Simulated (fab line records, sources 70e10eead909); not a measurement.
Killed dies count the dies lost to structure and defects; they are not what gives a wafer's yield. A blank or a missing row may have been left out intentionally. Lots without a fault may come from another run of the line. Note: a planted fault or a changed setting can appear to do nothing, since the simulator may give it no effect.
fab line records :: flow nandHarc
record
  lots=4
  wafers=12
  lastDay=23
route steps=1159 shown A_ONON_D1@428 A_CHANNEL_HOLE_D1@450 END@1159
lots with no fault: from the same line, run without faults
startH: the number of hours between the record's first day and the start of the first shown wafer of the lot :: waitH: hours from the lot's prior step to this one :: " as in the row above :: L1.1+2: a row that stands for several wafers :: - no value, or no start was given :: * or withheld: withheld :: < > ~ a bound
route shown NAME@n: a module of which the file shows steps, and the number in the route of the first :: usual: average and standard deviation across the fault-free wafers :: same: alike in all rows :: chamber/n: place in a boat :: sites: the reading at each site :: _std_site: the standard deviation of these :: _edge_site: mean of outer sites minus mean of inner sites :: radiusMm: for every site, how far away it sits from the centre of the wafer :: mask NAME#n: copy n :: behind: the most recent tool/chamber to have shaped the wafer :: hold: what put the lot on hold/how long, in hours/how the hold closed :: device: whichever transistor did not switch (one of n, p or np) :: end of line: the tests these same wafers got at the end of their route :: where a step has no rows: the recipe by itself :: killed: the dies lost at the first sort to structure and to defects; this is not the yield of the wafer :: map: a wafer's dies, x killed, . not, _ none there
set.NAME: the setting that was run; set.NAME@STEP: the one run at that earlier step :: model.NAME: the simulator's own value behind a step, which no gauge read
lots at selected steps of the route; one table per step, one row per wafer
services: a tool's chamber out of use, with start hour (startH, from the record's first day; less than 0 if before it), hours out, and reason
## steps
# step NHARC_A_ONON_D1_DEP_06
# recipe
  targetThkA=10000
  n2FlowSccm=2750
  n2oFlowSccm=2000
  nh3FlowSccm=500
  sih4FlowSccm=210
  tempC=400
# step NHARC_A_ONON_D1_DEP_09
# recipe
  targetThkA=10000
  n2FlowSccm=2750
  n2oFlowSccm=2000
  nh3FlowSccm=500
  sih4FlowSccm=210
  tempC=400
# step NHARC_A_ONON_D1_DEP_12
# recipe
  targetThkA=10000
  n2FlowSccm=2750
  n2oFlowSccm=2000
  nh3FlowSccm=500
  sih4FlowSccm=210
  tempC=400
# step NHARC_A_ONON_D1_ANNEAL_15
# recipe
  tempC=750
  timeS=3600
# step NHARC_A_ONON_D1_DEP_16
# recipe
  targetThkA=10000
  n2FlowSccm=2750
  n2oFlowSccm=2000
  nh3FlowSccm=500
  sih4FlowSccm=210
  tempC=400
# step NHARC_A_ONON_D1_DEP_19
# recipe
  targetThkA=10000
  n2FlowSccm=2750
  n2oFlowSccm=2000
  nh3FlowSccm=500
  sih4FlowSccm=210
  tempC=400
# step NHARC_A_ONON_D1_DEP_22
# recipe
  targetThkA=10000
  n2FlowSccm=2750
  n2oFlowSccm=2000
  nh3FlowSccm=500
  sih4FlowSccm=210
  tempC=400
# usual
  nh3FlowSccm=500.2/1.5
lot.wafer: L358.1
tool: pecvdOnon-01
chamber: 0
startH: 182.78
waitH: 0.1
nh3FlowSccm: 501.0

lot.wafer: L358.4
tool: pecvdOnon-01
chamber: 0
startH: 182.78
waitH: 0.1
nh3FlowSccm: 500.3

lot.wafer: L358.6
tool: pecvdOnon-01
chamber: 0
startH: 182.78
waitH: 0.1
nh3FlowSccm: 501.2

lot.wafer: L366.1
tool: pecvdOnon-03
chamber: 0
startH: 248.30
waitH: 0.1
nh3FlowSccm: 500.3

lot.wafer: L366.2
tool: pecvdOnon-03
chamber: 0
startH: 248.30
waitH: 0.1
nh3FlowSccm: 496.5

lot.wafer: L366.5
tool: pecvdOnon-03
chamber: 0
startH: 248.30
waitH: 0.1
nh3FlowSccm: 499.7

lot.wafer: L371.1
tool: pecvdOnon-01
chamber: 0
startH: 263.89
waitH: 0.1
nh3FlowSccm: 500.8

lot.wafer: L371.5
tool: pecvdOnon-01
chamber: 0
startH: 263.89
waitH: 0.1
nh3FlowSccm: 499.4

lot.wafer: L371.6
tool: pecvdOnon-01
chamber: 0
startH: 263.89
waitH: 0.1
nh3FlowSccm: 498.0

lot.wafer: L373.1
tool: pecvdOnon-01
chamber: 0
startH: 280.74
waitH: 0.1
nh3FlowSccm: 502.3

lot.wafer: L373.3
tool: pecvdOnon-01
chamber: 0
startH: 280.74
waitH: 0.1
nh3FlowSccm: 502.9

lot.wafer: L373.6
tool: pecvdOnon-01
chamber: 0
startH: 280.74
waitH: 0.1
nh3FlowSccm: 502.0
# step NHARC_A_ONON_D1_DEP_25
# recipe
  targetThkA=10000
  n2FlowSccm=2750
  n2oFlowSccm=2000
  nh3FlowSccm=500
  sih4FlowSccm=210
  tempC=400
# step NHARC_A_ONON_D1_DEP_28
# recipe
  targetThkA=10000
  n2FlowSccm=2750
  n2oFlowSccm=2000
  nh3FlowSccm=500
  sih4FlowSccm=210
  tempC=400
# step NHARC_A_ONON_D1_DEP_33
# recipe
  targetThkA=2000
  tempC=400
  pressureTorr=6.5
  rfW=900
  teosFlowSccm=161.4
  flowSccm=2650
  targetThkNm=200
  gas=O2
  material=SiO2
# step NHARC_A_CHANNEL_HOLE_D1_DEP_00
# recipe
  targetThkA=31000
  tempC=400
  material=aC
# step NHARC_A_CHANNEL_HOLE_D1_DEP_01
# recipe
  targetThkA=1400
  targetThkNm=140
  tempC=400
  pressureTorr=3.5
  flowSccm=200
  rfW=350
  material=SiON
# step NHARC_A_CHANNEL_HOLE_D1_DEHYDRATE_02
# recipe
  tempC=150
  timeS=120
# step NHARC_A_CHANNEL_HOLE_D1_HMDS_03
# recipe
  timeS=30
# step NHARC_A_CHANNEL_HOLE_D1_COAT_36
# recipe
  tempC=260
  timeS=75
# step NHARC_A_CHANNEL_HOLE_D1_COAT_37
# recipe
  tempC=225
  timeS=65
# step NHARC_A_CHANNEL_HOLE_D1_COAT_04
# recipe
  spinRpm=1500
  resistThkNm=90
# step NHARC_A_CHANNEL_HOLE_D1_SOFTBAKE_05
# recipe
  tempC=105
  timeS=55
# step NHARC_A_CHANNEL_HOLE_D1_EBR_06
# step NHARC_A_CHANNEL_HOLE_D1_EXPOSE_07
# recipe
  na=1.35
  targetCdNm=100
  sigmaOuter=0.3
  doseMj=59.65
  maskId=HOLE_D1
# step NHARC_A_CHANNEL_HOLE_D1_PEB_08
# recipe
  pebTempC=100
  pebTimeS=65
# step NHARC_A_CHANNEL_HOLE_D1_DEVELOP_09
# recipe
  developTimeS=35
  devTempC=23
# step NHARC_A_CHANNEL_HOLE_D1_DESCUM_15
# recipe
  timeS=3
  o2FlowSccm=200
  arFlowSccm=0
  biasPowerW=0
  chemistry=O2
# step NHARC_A_CHANNEL_HOLE_D1_ETCH_38
# recipe
  targetDepthA=390
  overEtchFrac=0.3
  timeS=65
  ionEnergyEv=80
  cf4FlowSccm=150
  arFlowSccm=0
  rfW=300
  biasW=100
  chemistry=CF4
# step NHARC_A_CHANNEL_HOLE_D1_ETCH_39
# recipe
  targetDepthA=2600
  overEtchFrac=0.3
  timeS=325
  ionEnergyEv=200
  n2FlowSccm=150
  h2FlowSccm=150
  arFlowSccm=0
  rfW=400
  biasW=150
  chemistry=N2/H2
# step NHARC_A_CHANNEL_HOLE_D1_ETCH_34
# recipe
  targetDepthA=1540
  timeS=77
  cf4FlowSccm=100
  chf3FlowSccm=30
  arFlowSccm=0
  rfW=500
  biasW=200
  chemistry=CF4/CHF3
# step NHARC_A_CHANNEL_HOLE_D1_ETCH_16
# recipe
  targetDepthA=31000
  overEtchFrac=0.3
  timeS=806
  ionEnergyEv=150
  o2FlowSccm=400
  cosFlowSccm=20
  arFlowSccm=0
  rfW=500
  biasW=300
  chemistry=O2/COS
# step NHARC_END_SORT_01
# recipe
  tempC=25
# usual
  killedAtArray=29/11
  killedAtOther=0.6/0.75
  killedAtPeriphery=3.1/2.1
  killedDies=32/11
  killedOpen=3.0/1.8
  killedShort=1.8/1.3
# same
  grossDies=677
lot.wafer: L371.1
tool: prober-02
chamber: 0
startH: 542.60
waitH: 2.5
killedAtArray: 62
killedAtOther: 0
killedAtPeriphery: 1
killedDies: 63
killedOpen: 1
killedShort: 1

lot.wafer: L371.5
tool: prober-02
chamber: 0
startH: 545.78
waitH: 3.7
killedAtArray: 66
killedAtOther: 0
killedAtPeriphery: 1
killedDies: 67
killedOpen: 0
killedShort: 5

lot.wafer: L371.6
tool: prober-02
chamber: 0
startH: 546.58
waitH: 4.0
killedAtArray: 65
killedAtOther: 0
killedAtPeriphery: 4
killedDies: 69
killedOpen: 6
killedShort: 3

lot.wafer: L373.1
tool: prober-02
chamber: 0
startH: 550.31
waitH: 2.5
killedAtArray: 86
killedAtOther: 1
killedAtPeriphery: 1
killedDies: 88
killedOpen: 2
killedShort: 3

lot.wafer: L373.3
tool: prober-02
chamber: 0
startH: 551.91
waitH: 3.1
killedAtArray: 86
killedAtOther: 0
killedAtPeriphery: 0
killedDies: 86
killedOpen: 1
killedShort: 1

lot.wafer: L373.6
tool: prober-02
chamber: 0
startH: 554.32
waitH: 4.0
killedAtArray: 80
killedAtOther: 1
killedAtPeriphery: 3
killedDies: 84
killedOpen: 3
killedShort: 2
# killed by level:class
L371.1 A_ONON_D1:unspecified=38 A_CHANNEL_HOLE_D1:chamberFilmFlake=15 A_STAIRCASE:chamberFilmFlake=4 A_CONTACT:chamberFilmFlake=2 A_SOURCE_PLATE:geometricParticle:short=1 A_CONTACT:geometricParticle:open=1 P_GATE:chamberFilmFlake=1 A_WL_FILL:chamberFilmFlake=1
L371.5 A_ONON_D1:unspecified=37 A_CHANNEL_HOLE_D1:chamberFilmFlake=12 A_STAIRCASE:chamberFilmFlake=6 A_CONTACT:chamberFilmFlake=3 A_CHANNEL_HOLE_D1:geometricParticle:short=2 A_M0:chamberFilmFlake=2 P_GATE:geometricParticle:short=1 A_SOURCE_PLATE:geometricParticle:short=1
L371.6 A_ONON_D1:unspecified=35 A_CHANNEL_HOLE_D1:chamberFilmFlake=17 A_STAIRCASE:chamberFilmFlake=4 P_GATE:geometricParticle:short=1 P_CONTACT:geometricParticle:open=1 P_M0:geometricParticle:open=1 A_SOURCE_PLATE:geometricParticle:open=1 A_SOURCE_PLATE:geometricParticle:short=1
L373.1 A_ONON_D1:unspecified=34 A_SLIT:chamberFilmFlake=20 A_CHANNEL_HOLE_D1:chamberFilmFlake=18 A_CONTACT:chamberFilmFlake=5 A_STAIRCASE:chamberFilmFlake=3 A_M0:chamberFilmFlake=2 P_CONTACT:geometricParticle:open=1 A_ONON_D1:geometricParticle:short=1
L373.3 A_ONON_D1:unspecified=33 A_SLIT:chamberFilmFlake=21 A_CHANNEL_HOLE_D1:chamberFilmFlake=17 A_STAIRCASE:chamberFilmFlake=11 A_CONTACT:chamberFilmFlake=2 A_ONON_D1:geometricParticle:open=1 A_WL_FILL:geometricParticle:short=1
L373.6 A_ONON_D1:unspecified=33 A_SLIT:chamberFilmFlake=16 A_CHANNEL_HOLE_D1:chamberFilmFlake=13 A_CONTACT:chamberFilmFlake=10 A_STAIRCASE:chamberFilmFlake=6 P_GATE:geometricParticle:open=2 P_M1:geometricParticle:open=1 A_ONON_D1:geometricParticle:short=1
# map L371.6 (x killed, . not)
____________.____________
_________.x....._________
_______..........._______
______.............______
_____..............._____
____..x..............____
____......x..........____
___.................xx___
___x.................x___
__..................x.x__
__xxxx...........x...xx__
_x..................xxxx_
_.xxx...............x.xx_
_.xx...x....x......xxxxx_
_x.x................xxxx_
_...x...............x.xx_
x..x.....x...........xxxx
....x.................xxx
.......................x.
.......................xx
................x........
_......................._
_......................._
_..............x........_
_......................._
_.....................x._
__.....................__
__.....x......x...x....__
___...................___
___.................x.___
____.................____
____..............x..____
_____..............._____
______.............______
_______......x...._______
_________......._________
____________.____________
# map L373.1 (x killed, . not)
____________.____________
_________.....x._________
_______.x....x...._______
______.............______
_____..............._____
____.................____
____..x..............____
___..................x___
___..................x___
__..................x.x__
__............x.....xxx__
_...................xxxx_
_...................xxxx_
_...................xxxx_
_....................xxx_
_....................xxx_
.......xx.............xxx
........x.............xxx
.....xx.xx.............x.
....xx..x.x..............
.....x..x..............xx
_......xxx.......x......_
_......................._
_..x.x.x.x.............._
_......xx..............._
_.....x.........x......._
__.....................__
__.....................__
___.............x..x..___
___...................___
____.....x..x..x..x..____
____...xx.....x.xx...____
_____.......x.x....._____
______.......xx....______
_______.....xxxx.._______
_________..xxxxx_________
____________.____________
## services
tool: pecvdOnon-01
chamber: -
startH: 195.07
hours: 13.0
kind: pm
## key
firstSign
  step=NHARC_END_SORT_01
  reading=killedAtArray
  direction=up
  sigmas=4.2
  usual=29
  struck=74
effect
  step=NHARC_END_SORT_01
  reading=killedDies
  direction=up
  sigmas=3.9
  usual=32
  struck=76
moreKillsBornAt
  NHARC_A_ONON_D1_DEP_22@pecvdOnon-01=210
metAt NHARC_A_ONON_D1_DEP_22
struckWafers L371.1,L371.5,L371.6,L373.1,L373.3,L373.6
testerLeftOut L371,L373
onsetBetween 182.78 263.89
alsoFits time
fault
  kind=chamberParticleSource
  tool=pecvdOnon-01
  chamber=-
  onsetH=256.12
  steps=NHARC_A_ONON_D1_DEP_22
  ratePerVisitCm2=0.69253
  endH=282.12
# testerLeftOut: of these lots the tester's yield and bins aren't shown, on N5 and GAA mostly nor the transistor test; their killed dies are dies lost to structure and defects alone, not to doping, threshold or leakage, so they don't give the yield
